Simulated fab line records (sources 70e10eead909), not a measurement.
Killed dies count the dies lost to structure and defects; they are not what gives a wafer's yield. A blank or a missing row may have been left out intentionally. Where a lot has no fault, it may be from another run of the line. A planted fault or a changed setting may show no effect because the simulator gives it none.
fab line records | flow nand-harc
[record] lots = 24 wafers = 72 last-day = 33
route steps=1302 shown A_CONTACT@1012
lots untouched by any fault: they come from a run of this same line in which no faults occurred
start-h: hours from the record's opening day to when the first of the lot's shown wafers began | wait-h: time in hours since the lot's previous step | " identical to the entry in the row above | L1.1+2: a row that stands for several wafers | - no value present, or no start provided | * or withheld: withheld | < > ~ a bound
route shown NAME@n: names a module that has steps shown in the file, with the first one's number in the route | usual: mean/standard deviation taken from wafers without a fault | same: alike in all rows | chamber/n: place in a boat | sites: each site's reading | _std_site: their standard deviation | _edge_site: inner sites' mean taken away from outer sites' mean | radius-mm: for every site, how far away it sits from the centre of the wafer | mask NAME#n: copy n | behind: tool/chamber where the wafer was last shaped | hold: cause of the lot's hold/its duration in hours/its outcome | device: names the non-switching transistor (n, p or np) | end of line: the same wafers' tests at the end of the route | step lacking rows: just its recipe | killed: dies lost to structure and defects at the first sort, not the wafer's yield | map: dies across one wafer; x = killed, . = not, _ = none there
set.NAME: the setting the step ran with; set.NAME@STEP: the setting that earlier step ran with | model.NAME: the simulator's own value behind a step, which no gauge read
a sample of lots followed through the steps of the route, with each step as a table and each wafer as a row
services: when a tool's chamber went out of use (start-h, in hours from the record's first day, below 0 if earlier), for how many hours, and the reason
[[steps]]
[step NHARC_A_CONTACT_ETCH_118]
[recipe] source-w = withheld pressure-mtorr = 20 bias-v = 3000 time-s = 190 target-depth-a = 18500 ar-flow-sccm = withheld c4f8-flow-sccm = withheld o2-flow-sccm = withheld chemistry = C4F8/O2/Ar
// columns lot.wafer tool chamber start-h wait-h rf-hours-counter-h
L074.1 har-cap-etch-01 1 496.24 0.1 126
L074.2 " 0 " " 126
L074.5 " 1 " " -
L075.1 har-cap-etch-03 1 513.33 0.1 44
L075.3 " 1 " " -
L075.6 " 1 " " -
L076.2 har-cap-etch-02 0 514.25 0.1 87
L076.4 " 0 " " -
L076.5 " 0 " " -
L077.1 har-cap-etch-03 0 517.62 0.1 47
L077.3 " 1 " " -
L077.5 " 0 " " -
L078.2 har-cap-etch-03 0 528.32 0.1 49
L078.1 " 1 " " 49
L078.5 " 0 " " -
L080.1 har-cap-etch-01 0 545.97 0.1 7
L080.3 " 1 " " -
L080.5 " 1 " " -
L079.2 har-cap-etch-03 1 546.43 0.1 52
L079.1 " 0 " " 52
L079.5 " 0 " " -
L081.4 har-cap-etch-03 0 561.95 0.1 -
L081.3 " 1 " " -
L081.6 " 0 " " -
L082.2 har-cap-etch-01 0 590.28 0.1 13
L082.4 " 1 " " -
L082.6 " 0 " " -
L085.1 har-cap-etch-02 1 604.57 0.1 101
L085.2 " 0 " " 101
L085.6 " 0 " " -
L083.1 har-cap-etch-01 1 605.88 0.1 15
L083.2 " 0 " " 15
L083.3 " 1 " " -
L086.1 har-cap-etch-03 0 607.76 0.1 61
L086.2 " 1 " " 61
L086.5 " 0 " " -
L084.2 har-cap-etch-01 1 615.71 0.1 17
L084.3 " 1 " " -
L084.6 " 0 " " -
L087.1 har-cap-etch-03 1 616.96 0.1 63
L087.4 " 0 " " -
L087.6 " 0 " " -
L088.2 har-cap-etch-01 1 641.36 0.1 24
L088.3 " 1 " " -
L088.5 " 0 " " -
L091.1 har-cap-etch-02 1 655.42 0.1 111
L091.5 " 0 " " -
L091.6 " 1 " " -
L090.2 har-cap-etch-03 1 664.49 0.1 71
L090.3 " 0 " " -
L090.5 " 0 " " -
L089.2 har-cap-etch-02 1 665.14 0.2 113
L089.3 " 0 " " -
L089.5 " 1 " " -
L092.1 har-cap-etch-03 0 669.32 0.1 74
L092.6 " 0 " " -
L092.5 " 1 " " -
L093.2 har-cap-etch-03 0 687.09 0.1 78
L093.1 " 1 " " 78
L093.3 " 0 " " -
L094.2 har-cap-etch-02 0 691.53 0.1 119
L094.4 " 0 " " -
L094.5 " 0 " " -
L095.4 har-cap-etch-02 0 711.94 0.1 -
L095.3 " 1 " " -
L095.6 " 1 " " -
L096.1 har-cap-etch-03 1 712.11 0.1 83
L096.3 " 1 " " -
L096.6 " 0 " " -
L097.2 har-cap-etch-03 1 724.49 0.1 85
L097.1 " 0 " " 85
L097.6 " 0 " " -
[step NHARC_A_CONTACT_ETCH_119]
[recipe] source-w = withheld pressure-mtorr = 20 bias-v = 3000 time-s = 190 target-depth-a = 18500 ar-flow-sccm = withheld c4f8-flow-sccm = withheld o2-flow-sccm = withheld chemistry = C4F8/O2/Ar
// columns lot.wafer tool chamber start-h wait-h rf-hours-counter-h
L074.1 har-cap-etch-01 1 496.42 0.1 127
L074.2 " 0 " " 127
L074.5 " 1 " " -
L075.1 har-cap-etch-03 1 513.51 0.1 44
L075.3 " 1 " " -
L075.6 " 1 " " -
L076.2 har-cap-etch-02 0 514.42 0.1 87
L076.4 " 0 " " -
L076.5 " 0 " " -
L077.1 har-cap-etch-03 0 517.79 0.1 47
L077.3 " 1 " " -
L077.5 " 0 " " -
L078.2 har-cap-etch-03 0 528.49 0.1 49
L078.1 " 1 " " 49
L078.5 " 0 " " -
L080.1 har-cap-etch-01 0 546.15 0.1 7
L080.3 " 1 " " -
L080.5 " 1 " " -
L079.2 har-cap-etch-03 1 546.60 0.1 53
L079.1 " 0 " " 53
L079.5 " 0 " " -
L081.4 har-cap-etch-03 0 562.12 0.1 -
L081.3 " 1 " " -
L081.6 " 0 " " -
L082.2 har-cap-etch-01 0 590.45 0.1 13
L082.4 " 1 " " -
L082.6 " 0 " " -
L085.1 har-cap-etch-02 1 604.74 0.1 101
L085.2 " 0 " " 101
L085.6 " 0 " " -
L083.1 har-cap-etch-01 1 606.05 0.1 15
L083.2 " 0 " " 15
L083.3 " 1 " " -
L086.1 har-cap-etch-03 0 607.94 0.1 61
L086.2 " 1 " " 61
L086.5 " 0 " " -
L084.2 har-cap-etch-01 1 615.88 0.1 17
L084.3 " 1 " " -
L084.6 " 0 " " -
L087.1 har-cap-etch-03 1 617.13 0.1 63
L087.4 " 0 " " -
L087.6 " 0 " " -
L088.2 har-cap-etch-01 1 641.53 0.1 25
L088.3 " 1 " " -
L088.5 " 0 " " -
L091.1 har-cap-etch-02 1 655.59 0.1 111
L091.5 " 0 " " -
L091.6 " 1 " " -
L090.2 har-cap-etch-03 1 664.66 0.1 72
L090.3 " 0 " " -
L090.5 " 0 " " -
L089.2 har-cap-etch-02 1 665.37 0.2 114
L089.3 " 0 " " -
L089.5 " 1 " " -
L092.1 har-cap-etch-03 0 669.49 0.1 74
L092.6 " 0 " " -
L092.5 " 1 " " -
L093.2 har-cap-etch-03 0 687.26 0.1 78
L093.1 " 1 " " 78
L093.3 " 0 " " -
L094.2 har-cap-etch-02 0 691.70 0.1 119
L094.4 " 0 " " -
L094.5 " 0 " " -
L095.4 har-cap-etch-02 0 712.10 0.1 -
L095.3 " 1 " " -
L095.6 " 1 " " -
L096.1 har-cap-etch-03 1 712.29 0.1 83
L096.3 " 1 " " -
L096.6 " 0 " " -
L097.2 har-cap-etch-03 1 724.66 0.1 85
L097.1 " 0 " " 85
L097.6 " 0 " " -
[step NHARC_A_CONTACT_CD_MEAS_53]
[usual] cd-nm = 289.8/0.8
// columns lot.wafer tool chamber start-h wait-h cd-nm
L074.1 cd-sem-01 - 498.29 - 290.0
L074.2 " - " " 290.5
L074.5 " - " " 290.1
L075.1 cd-sem-01 - 515.36 - 288.8
L075.3 " - " " 288.2
L075.6 " - " " 288.1
L076.2 cd-sem-03 - 516.30 - 290.0
L076.4 " - " " 290.3
L076.5 " - " " 290.4
L077.1 cd-sem-02 - 519.65 - 290.1
L077.3 " - " " 289.9
L077.5 " - " " 288.4
L078.1 cd-sem-03 - 530.40 - 289.5
L078.2 " - " " 288.9
L078.5 " - " " 289.6
L080.1 cd-sem-02 - 548.03 - 290.7
L080.3 " - " " 289.9
L080.5 " - " " 290.1
L079.1 cd-sem-03 - 548.46 - 288.2
L079.2 " - " " 287.6
L079.5 " - " " 287.8
L081.3 cd-sem-02 - 564.17 - 289.0
L081.4 " - " " 289.0
L081.6 " - " " 289.0
L082.2 cd-sem-03 - 592.31 - 290.1
L082.4 " - " " 290.1
L082.6 " - " " 290.1
L085.1 cd-sem-03 - 606.61 - 290.9
L085.2 " - " " 290.2
L085.6 " - " " 290.6
L083.1 cd-sem-03 - 608.03 - 289.5
L083.2 " - " " 289.3
L083.3 " - " " 289.9
L086.1 cd-sem-02 - 609.82 - 289.5
L086.2 " - " " 290.8
L086.5 " - " " 289.1
L084.2 cd-sem-03 - 617.74 - 289.1
L084.3 " - " " 289.8
L084.6 " - " " 289.3
L087.1 cd-sem-03 - 618.98 - 290.3
L087.4 " - " " 290.8
L087.6 " - " " 290.1
L088.2 cd-sem-03 - 643.38 - 289.2
L088.3 " - " " 289.3
L088.5 " - " " 288.3
L091.1 cd-sem-02 - 657.43 - 289.6
L091.5 " - " " 289.4
L091.6 " - " " 290.4
L090.2 cd-sem-03 - 666.54 - 289.7
L090.3 " - " " 290.1
L090.5 " - " " 290.2
L089.2 cd-sem-02 - 667.62 - 290.3
L089.3 " - " " 291.1
L089.5 " - " " 291.4
L092.1 cd-sem-02 - 671.37 - 290.3
L092.5 " - " " 289.5
L092.6 " - " " 289.4
L093.1 cd-sem-03 - 689.14 - 289.0
L093.2 " - " " 289.2
L093.3 " - " " 289.2
L094.2 cd-sem-02 - 693.58 - 290.1
L094.4 " - " " 290.6
L094.5 " - " " 290.8
L095.3 cd-sem-03 - 713.97 - 290.5
L095.4 " - " " 290.0
L095.6 " - " " 289.6
L096.1 cd-sem-02 - 714.19 - 290.4
L096.3 " - " " 290.9
L096.6 " - " " 291.1
L097.1 cd-sem-03 - 726.56 - 290.5
L097.2 " - " " 290.3
L097.6 " - " " 290.4
[step NHARC_A_CONTACT_DESCUM_74]
[recipe] time-s = 3 o2-flow-sccm = 200 ar-flow-sccm = 0 bias-power-w = 0 chemistry = O2
[usual] drypump-motor-current-A = 5.7/0.42 o2-flow-sccm = 200.1/0.7 oes-product-au = 0.998/0.0094 rf-vpp-V = 57.6/0.84 showerhead-plenum-p-Torr = 1.89/0.092 throttle-valve-pct = 11.313/0.0083
// columns lot.wafer tool chamber start-h wait-h drypump-motor-current-A o2-flow-sccm oes-product-au rf-hours-counter-h rf-vpp-V showerhead-plenum-p-Torr throttle-valve-pct
L074.1 rie-diel-02 3 508.50 0.1 6.1 200.3 1.014 16 56.6 1.86 11.306
L074.2 " 1 " " 6.2 199.3 0.999 14 57.6 2.01 11.319
L074.5 " 3 " " 6.1 199.4 0.992 - 56.9 1.86 11.319
L075.1 rie-diel-02 1 520.36 0.1 6.3 200.4 0.996 18 58.2 2.01 11.307
L075.3 " 2 " " 5.1 199.6 0.985 19 56.3 1.90 11.307
L075.6 " 2 " " 5.1 200.7 0.993 - 57.7 1.90 11.300
L076.2 rie-diel-02 1 522.97 0.1 6.2 200.8 0.995 18 57.9 2.01 11.307
L076.4 " 2 " " 5.1 200.9 0.988 19 58.9 1.91 11.315
L076.5 " 1 " " 6.2 199.9 0.998 - 58.6 2.01 11.315
L077.3 rie-diel-10 3 526.19 0.1 5.5 200.0 1.000 38 57.8 2.06 11.315
L077.1 " 1 " " 6.0 200.3 1.002 31 56.8 1.78 11.307
L077.5 " 0 " " 5.2 200.8 0.990 - 58.6 1.85 11.309
L078.1 rie-diel-02 0 536.85 0.1 5.8 200.1 1.018 22 55.2 1.79 11.311
L078.2 " 2 " " 5.1 200.3 0.987 22 58.3 1.90 11.310
L078.5 " 1 " " 6.3 201.9 0.990 - 57.4 2.01 11.322
L080.1 rie-diel-02 3 553.21 0.1 6.1 200.7 1.000 26 56.5 1.85 11.320
L080.3 " 0 " " 5.8 201.7 1.013 25 58.5 1.79 11.306
L080.5 " 3 " " 6.1 200.5 0.999 - 59.3 1.85 11.318
L079.2 rie-diel-03 2 553.54 0.1 5.7 199.5 0.990 31 58.3 2.07 11.310
L079.1 " 1 " " 6.3 200.2 0.990 22 56.1 1.78 11.324
L079.5 " 3 " " 5.6 199.9 1.003 - 58.1 1.90 11.294
L081.4 rie-diel-10 1 572.28 0.1 6.0 198.8 0.999 47 57.3 1.78 11.312
L081.3 " 2 " " 5.1 200.9 0.996 53 58.4 1.90 11.311
L081.6 " 0 " " 5.2 200.5 1.015 - 58.8 1.85 11.300
L082.2 rie-diel-02 3 597.45 0.1 6.1 200.5 0.998 2 55.9 1.85 11.309
L082.4 " 0 " " 5.8 200.2 0.995 2 57.8 1.79 11.317
L082.6 " 2 " " 5.1 200.4 0.989 - 57.7 1.90 11.314
L085.2 rie-diel-02 2 617.10 0.1 5.1 200.4 1.003 9 57.1 1.90 11.307
L085.1 " 3 " " 6.1 199.4 0.985 8 56.9 1.85 11.323
L085.6 " 2 " " 5.1 199.5 0.996 - 58.0 1.90 11.318
L083.2 rie-diel-03 1 617.88 0.1 6.3 199.4 1.000 43 57.9 1.77 11.315
L083.1 " 2 " " 5.7 200.4 1.011 47 56.3 2.06 11.314
L083.3 " 3 " " 5.6 200.0 1.010 56 56.9 1.89 11.311
L086.2 rie-diel-10 3 621.09 0.1 5.5 200.8 1.014 3 59.0 2.05 11.306
L086.1 " 1 " " 6.0 199.8 1.006 3 55.9 1.77 11.326
L086.5 " 2 " " 5.1 200.0 0.991 - 58.3 1.89 11.315
L084.2 rie-diel-02 0 628.03 0.1 5.8 199.1 1.013 8 57.0 1.79 11.303
L084.3 " 0 " " 5.8 200.5 1.014 - 57.4 1.79 11.318
L084.6 " 0 " " 5.8 199.9 1.009 - 56.8 1.79 11.305
L087.4 rie-diel-10 3 628.71 0.1 5.5 199.8 1.010 7 57.8 2.05 11.306
L087.1 " 0 " " 5.2 199.8 1.012 0 57.8 1.84 11.300
L087.6 " 0 " " 5.2 200.5 1.013 - 56.8 1.84 11.321
L088.2 rie-diel-02 2 651.45 0.1 5.1 200.2 0.993 14 57.2 1.90 11.305
L088.3 " 3 " " 6.1 199.8 0.978 12 55.8 1.85 11.313
L088.5 " 1 " " 6.2 198.1 0.991 - 58.7 2.01 11.325
L091.1 rie-diel-02 1 664.47 0.1 6.3 199.6 0.996 14 57.7 2.01 11.302
L091.6 " 3 " " 6.1 199.5 0.991 - 56.2 1.85 11.310
L091.5 " 0 " " 5.8 199.9 1.005 - 58.5 1.79 11.317
L090.2 rie-diel-02 3 673.98 0.1 6.1 200.1 0.992 18 57.7 1.85 11.315
L090.3 " 2 " " 5.1 199.8 0.986 20 58.4 1.90 11.324
L090.5 " 3 " " 6.1 200.2 1.004 - 58.0 1.85 11.316
L089.3 rie-diel-10 3 676.51 0.1 5.5 198.8 1.002 16 57.3 2.05 11.305
L089.2 " 0 " " 5.2 198.8 0.991 18 57.6 1.84 11.298
L089.5 " 3 " " 5.5 198.8 1.000 - 58.2 2.05 11.317
L092.1 rie-diel-02 3 679.71 0.1 6.1 200.3 0.993 19 56.8 1.85 11.322
L092.5 " 3 " " 6.1 200.5 1.001 - 55.9 1.85 11.315
L092.6 " 0 " " 5.8 201.1 1.004 - 56.7 1.79 11.314
L093.2 rie-diel-02 2 694.36 0.1 5.1 200.3 0.991 25 57.1 1.89 11.307
L093.3 " 3 " " 6.1 200.6 0.989 21 57.2 1.85 11.295
L093.1 " 0 " " 5.8 199.6 0.991 22 58.0 1.79 11.303
L094.4 rie-diel-02 1 698.68 0.1 6.2 200.7 0.989 21 58.6 2.00 11.321
L094.2 " 2 " " 5.1 200.0 0.980 25 57.9 1.89 11.301
L094.5 " 0 " " 5.8 201.0 0.998 - 58.5 1.79 11.320
L095.3 rie-diel-02 2 719.07 0.1 5.1 200.6 0.990 28 58.2 1.89 11.299
L095.4 " 3 " " 6.1 201.0 0.980 24 56.8 1.84 11.307
L095.6 " 2 " " 5.1 199.8 0.985 - 56.4 1.89 11.300
L096.3 rie-diel-03 3 719.62 0.1 5.6 199.7 1.002 24 57.8 1.88 11.317
L096.1 " 0 " " 5.5 199.2 1.016 21 58.1 1.99 11.307
L096.6 " 3 " " 5.6 200.6 0.994 - 57.1 1.88 11.310
L097.1 rie-diel-02 0 731.68 0.1 5.8 199.1 0.988 28 57.6 1.78 11.308
L097.2 " 1 " " 6.2 200.9 0.982 29 57.5 2.00 11.309
L097.6 " 1 " " 6.2 199.9 0.994 - 59.3 2.00 11.308
[step NHARC_A_CONTACT_ETCH_77]
[recipe] target-depth-a = 1089 time-s = 54.5 cf4-flow-sccm = 100 chf3-flow-sccm = 30 ar-flow-sccm = 0 rf-w = 500 bias-w = 200 chemistry = CF4/CHF3
[usual] drypump-motor-current-A = 5.7/0.43 oes-product-au = 0.935/0.021 rf-vpp-V = 370.1/2.5 showerhead-plenum-p-Torr = 1.56/0.071 throttle-valve-pct = 16.802/0.0092
// columns lot.wafer tool chamber start-h wait-h drypump-motor-current-A oes-product-au rf-hours-counter-h rf-vpp-V showerhead-plenum-p-Torr throttle-valve-pct
L074.2 rie-diel-02 2 - - 5.1 0.914 16 369.5 1.57 16.798
L074.1 " 3 " " 6.1 0.920 17 370.6 1.53 16.801
L074.5 " 1 " " 6.2 0.921 - 374.0 1.65 16.812
L075.3 rie-diel-02 1 - - 6.2 0.956 18 373.6 1.65 16.805
L075.1 " 2 " " 5.1 0.953 19 370.0 1.57 16.814
L075.6 " 0 " " 5.8 0.994 - 367.5 1.48 16.790
L076.2 rie-diel-02 1 - - 6.2 0.948 19 373.2 1.65 16.800
L076.4 " 0 " " 5.8 0.980 20 367.9 1.48 16.797
L076.5 " 2 " " 5.1 0.974 - 370.1 1.57 16.796
L077.3 rie-diel-10 2 - - 5.1 0.919 34 368.9 1.57 16.803
L077.1 " 3 " " 5.5 0.915 38 374.6 1.69 16.805
L077.5 " 1 " " 6.0 0.921 - 367.4 1.47 16.806
L078.1 rie-diel-02 2 - - 5.1 0.923 22 369.8 1.57 16.804
L078.2 " 0 " " 5.8 0.940 23 368.0 1.48 16.802
L078.5 " 2 " " 5.1 0.923 - 370.7 1.57 16.788
L080.3 rie-diel-02 1 - - 6.2 0.926 25 374.9 1.65 16.803
L080.1 " 0 " " 5.8 0.942 25 368.1 1.48 16.802
L080.5 " 2 " " 5.1 0.919 - 371.1 1.57 16.801
L079.2 rie-diel-03 3 - - 5.6 0.922 36 369.5 1.56 16.778
L079.1 " 0 " " 5.5 0.918 33 373.8 1.65 16.793
L079.5 " 1 " " 6.3 0.916 - 366.4 1.47 16.805
L081.4 rie-diel-10 1 - - 6.0 0.919 47 366.9 1.47 16.805
L081.3 " 2 " " 5.1 0.915 53 369.6 1.56 16.806
L081.6 " 3 " " 5.5 0.914 - 374.7 1.68 16.793
L082.2 rie-diel-02 3 - - 6.1 0.927 2 368.9 1.53 16.795
L082.4 " 0 " " 5.8 0.928 2 367.5 1.48 16.798
L082.6 " 1 " " 6.2 0.934 - 373.0 1.65 16.805
L085.2 rie-diel-02 3 - - 6.1 0.916 9 368.3 1.52 16.786
L085.1 " 0 " " 5.8 0.910 7 367.5 1.48 16.804
L085.6 " 3 " " 6.1 0.914 - 369.4 1.52 16.793
L083.1 rie-diel-03 2 - - 5.6 0.923 48 375.0 1.69 16.794
L083.2 " 3 " " 5.6 0.928 57 370.4 1.56 16.808
L083.3 " 0 " " 5.6 0.935 54 373.3 1.64 16.802
L086.2 rie-diel-10 3 - - 5.5 0.949 3 373.3 1.68 16.786
L086.1 " 1 " " 6.0 0.947 3 366.9 1.47 16.804
L086.5 " 3 " " 5.5 0.955 - 375.2 1.68 16.809
L084.2 rie-diel-02 0 629.23 0.9 5.8 0.925 8 369.4 1.48 16.813
L084.3 " 0 " " 5.8 0.927 - 365.8 1.48 16.801
L084.6 " 2 " " 5.1 0.916 - 368.6 1.56 16.805
L087.4 rie-diel-10 1 - - 6.0 0.937 7 367.9 1.46 16.804
L087.1 " 2 " " 5.1 0.925 7 370.5 1.56 16.806
L087.6 " 1 " " 6.0 0.938 - 367.7 1.46 16.810
L088.3 rie-diel-02 3 - - 6.1 0.967 13 367.8 1.52 16.815
L088.2 " 1 " " 6.2 0.944 11 373.4 1.65 16.815
L088.5 " 0 " " 5.8 0.962 - 368.0 1.48 16.808
L091.1 rie-diel-02 3 - - 6.1 0.918 16 369.7 1.52 16.804
L091.5 " 3 " " 6.1 0.919 - 369.8 1.52 16.796
L091.6 " 0 " " 5.8 0.929 - 367.9 1.48 16.815
L090.3 rie-diel-02 3 - - 6.1 0.921 19 368.1 1.52 16.795
L090.2 " 0 " " 5.8 0.925 19 368.0 1.48 16.796
L090.5 " 3 " " 6.1 0.927 - 370.1 1.52 16.792
L089.3 rie-diel-10 2 - - 5.1 0.961 25 370.6 1.55 16.798
L089.2 " 1 " " 6.0 0.982 26 366.9 1.46 16.805
L089.5 " 2 " " 5.1 0.962 - 369.5 1.55 16.808
L092.1 rie-diel-02 1 - - 6.2 0.921 18 372.6 1.64 16.796
L092.5 " 2 " " 5.1 0.915 - 371.8 1.56 16.797
L092.6 " 3 " " 6.1 0.916 - 368.4 1.52 16.782
L093.1 rie-diel-02 0 - - 5.8 0.970 22 366.3 1.47 16.819
L093.3 " 1 " " 6.2 0.952 21 372.4 1.64 16.797
L093.2 " 2 " " 5.1 0.944 25 370.5 1.56 16.798
L094.2 rie-diel-02 3 - - 6.1 0.905 22 369.1 1.52 16.826
L094.4 " 0 " " 5.8 0.919 23 369.2 1.47 16.808
L094.5 " 1 " " 6.2 0.915 - 373.1 1.64 16.795
L095.3 rie-diel-02 2 - - 5.1 0.944 29 370.0 1.56 16.795
L095.4 " 3 " " 6.1 0.958 24 368.9 1.52 16.792
L095.6 " 1 " " 6.3 0.940 - 373.0 1.64 16.815
L096.1 rie-diel-03 3 - - 5.6 0.949 24 369.1 1.55 16.787
L096.3 " 2 " " 5.6 0.944 23 373.3 1.68 16.804
L096.6 " 3 " " 5.6 0.945 - 368.3 1.55 16.806
L097.2 rie-diel-02 3 - - 6.1 0.917 26 369.1 1.52 16.807
L097.1 " 1 " " 6.2 0.928 29 371.0 1.64 16.795
L097.6 " 0 " " 5.8 0.920 - 365.9 1.47 16.802
[step NHARC_A_CONTACT_ETCH_97]
[recipe] target-depth-a = 200 over-etch-frac = 0.5 time-s = 10 ion-energy-ev = 250 c4f6-flow-sccm = 25 o2-flow-sccm = 20 ar-flow-sccm = 500 rf-w = 600 bias-w = 500 chemistry = C4F6/O2
[usual] drypump-motor-current-A = 5.7/0.43 o2-flow-sccm = 20.00/0.056 oes-product-au = 0.948/0.016 rf-vpp-V = 546/3.7 showerhead-plenum-p-Torr = 3.90/0.17 throttle-valve-pct = 26.904/0.0092
// columns lot.wafer tool chamber start-h wait-h drypump-motor-current-A o2-flow-sccm oes-product-au rf-hours-counter-h rf-vpp-V showerhead-plenum-p-Torr throttle-valve-pct
L074.1 rie-diel-02 3 - - 6.1 20.00 0.930 18 543 3.82 26.914
L074.2 " 1 " " 6.3 19.96 0.943 15 550 4.11 26.904
L074.5 " 3 " " 6.1 20.00 0.938 - 545 3.82 26.907
L075.1 rie-diel-02 1 - - 6.2 19.96 0.929 19 552 4.11 26.902
L075.3 " 2 " " 5.1 19.93 0.935 20 546 3.91 26.902
L075.6 " 0 " " 5.8 19.97 0.946 - 544 3.70 26.910
L076.4 rie-diel-03 1 - - 6.3 19.91 0.934 12 542 3.68 26.903
L076.2 " 0 " " 5.5 19.99 0.938 23 552 4.10 26.911
L076.5 " 1 " " 6.4 19.93 0.943 - 543 3.68 26.914
L077.3 rie-diel-02 3 - - 6.1 20.04 0.950 23 545 3.81 26.913
L077.1 " 1 " " 6.3 19.90 0.934 21 549 4.11 26.893
L077.5 " 0 " " 5.8 20.03 0.953 - 542 3.70 26.904
L078.1 rie-diel-02 3 - - 6.1 20.02 0.971 24 545 3.81 26.905
L078.2 " 0 " " 5.8 19.95 0.966 23 541 3.70 26.897
L078.5 " 3 " " 6.1 20.05 0.965 - 545 3.81 26.893
L080.3 rie-diel-02 3 - - 6.1 19.98 0.961 27 545 3.81 26.925
L080.1 " 2 " " 5.1 20.07 0.955 26 546 3.90 26.905
L080.5 " 0 " " 5.8 19.95 0.964 - 544 3.70 26.912
L079.2 rie-diel-02 3 - - 6.1 20.02 0.957 27 543 3.81 26.898
L079.1 " 0 " " 5.8 19.95 0.947 26 541 3.70 26.909
L079.5 " 3 " " 6.1 19.98 0.959 - 545 3.81 26.909
L081.3 rie-diel-03 0 - - 5.5 20.00 0.975 39 551 4.09 26.920
L081.4 " 1 " " 6.3 20.06 0.964 28 542 3.67 26.912
L081.6 " 1 " " 6.3 19.99 0.953 - 543 3.67 26.899
L082.4 rie-diel-02 2 - - 5.1 20.16 0.956 3 546 3.90 26.899
L082.2 " 3 " " 6.1 20.02 0.955 3 544 3.81 26.896
L082.6 " 2 " " 5.1 20.08 0.958 - 546 3.90 26.900
L085.1 rie-diel-02 0 621.19 0.1 5.8 20.03 0.960 7 539 3.69 26.897
L085.2 " 2 " " 5.1 20.08 0.951 9 546 3.90 26.902
L085.6 " 2 " " 5.1 20.02 0.953 - 545 3.90 26.918
L083.3 rie-diel-10 2 621.99 0.1 5.1 19.95 0.965 3 547 3.89 26.906
L083.1 " 3 " " 5.5 20.12 0.990 3 552 4.18 26.892
L083.2 " 1 " " 6.0 19.87 0.980 3 542 3.66 26.902
L086.1 rie-diel-03 2 - - 5.7 19.98 0.954 52 551 4.19 26.907
L086.2 " 3 " " 5.6 20.00 0.947 61 546 3.88 26.900
L086.5 " 0 " " 5.6 20.07 0.949 - 549 4.08 26.916
L087.4 rie-diel-10 0 - - 5.2 20.06 0.967 2 544 3.79 26.909
L087.1 " 1 " " 6.0 19.95 0.954 9 540 3.66 26.915
L087.6 " 3 " " 5.5 20.05 0.936 - 551 4.18 26.921
L084.3 rie-diel-10 1 - - 6.0 19.94 0.946 9 542 3.66 26.911
L084.2 " 0 " " 5.2 20.11 1.005 2 543 3.79 26.885
L084.6 " 2 " " 5.1 19.96 0.937 - 546 3.88 26.915
L088.2 rie-diel-02 2 - - 5.1 20.10 0.937 16 546 3.89 26.909
L088.3 " 1 " " 6.3 20.01 0.944 12 550 4.10 26.910
L088.5 " 2 " " 5.1 20.07 0.919 - 548 3.89 26.889
L091.1 rie-diel-10 2 - - 5.1 20.02 0.945 24 547 3.87 26.908
L091.5 " 2 " " 5.1 19.97 0.958 - 547 3.87 26.926
L091.6 " 3 " " 5.5 19.98 0.960 - 553 4.17 26.907
L090.3 rie-diel-03 0 - - 5.6 19.92 0.948 7 550 4.07 26.905
L090.2 " 1 " " 6.3 20.00 0.949 7 552 4.22 26.910
L090.5 " 1 " " 6.3 20.04 0.931 - 554 4.22 26.919
L089.2 rie-diel-03 1 - - 6.4 20.01 0.934 8 550 4.22 26.914
L089.3 " 2 " " 5.7 19.90 0.936 8 553 4.19 26.899
L089.5 " 0 " " 5.5 19.95 0.946 - 550 4.07 26.905
L092.1 rie-diel-02 2 - - 5.1 20.05 0.943 23 545 3.89 26.909
L092.5 " 1 " " 6.2 20.02 0.946 - 551 4.09 26.908
L092.6 " 2 " " 5.1 20.02 0.944 - 545 3.89 26.906
L093.1 rie-diel-02 2 - - 5.1 20.09 0.955 25 547 3.89 26.900
L093.3 " 3 " " 6.1 19.95 0.970 22 546 3.80 26.912
L093.2 " 1 " " 6.3 20.03 0.949 21 551 4.09 26.887
L094.2 rie-diel-02 1 - - 6.2 19.95 0.914 23 552 4.09 26.894
L094.4 " 0 " " 5.8 20.00 0.912 24 543 3.69 26.899
L094.5 " 1 " " 6.2 19.99 0.909 - 550 4.09 26.895
L095.4 rie-diel-10 1 - - 6.0 19.92 0.949 41 541 3.64 26.906
L095.3 " 2 " " 5.1 20.05 0.935 40 545 3.87 26.913
L095.6 " 3 " " 5.5 20.03 0.937 - 552 4.16 26.897
L096.3 rie-diel-02 3 - - 6.1 20.06 0.942 26 544 3.79 26.915
L096.1 " 0 " " 5.8 20.00 0.942 27 542 3.68 26.913
L096.6 " 2 " " 5.1 19.97 0.925 - 546 3.88 26.915
L097.1 rie-diel-02 2 - - 5.1 19.93 0.952 32 546 3.88 26.911
L097.2 " 3 " " 6.1 20.01 0.958 27 544 3.79 26.917
L097.6 " 2 " " 5.1 19.91 0.946 - 547 3.88 26.903
[[services]]
// columns tool chamber start-h hours kind
rie-diel-02 0 476.21 - clean
rie-diel-02 1 476.21 - clean
rie-diel-02 2 476.21 - clean
rie-diel-02 3 476.21 - clean
har-cap-etch-01 - 497.62 17.0 pm
rie-diel-02 0 500.71 - clean
rie-diel-02 1 500.71 - clean
rie-diel-02 2 500.71 - clean
rie-diel-02 3 500.71 - clean
rie-diel-02 0 525.25 - clean
rie-diel-02 1 525.25 - clean
rie-diel-02 2 525.25 - clean
rie-diel-02 3 525.25 - clean
rie-diel-02 0 549.75 - clean
rie-diel-03 3 555.71 3.1 repair
rie-diel-02 - 570.71 9.0 pm
rie-diel-03 2 586.42 7.1 repair
rie-diel-10 - 596.94 9.0 pm
rie-diel-03 2 603.27 6.9 repair
rie-diel-02 1 619.88 12.7 repair
rie-diel-02 3 624.78 5.7 repair
rie-diel-03 - 635.33 9.0 pm
rie-diel-02 - 705.77 0.6 repair
rie-diel-02 2 711.16 6.5 repair
[[key]]
fault none
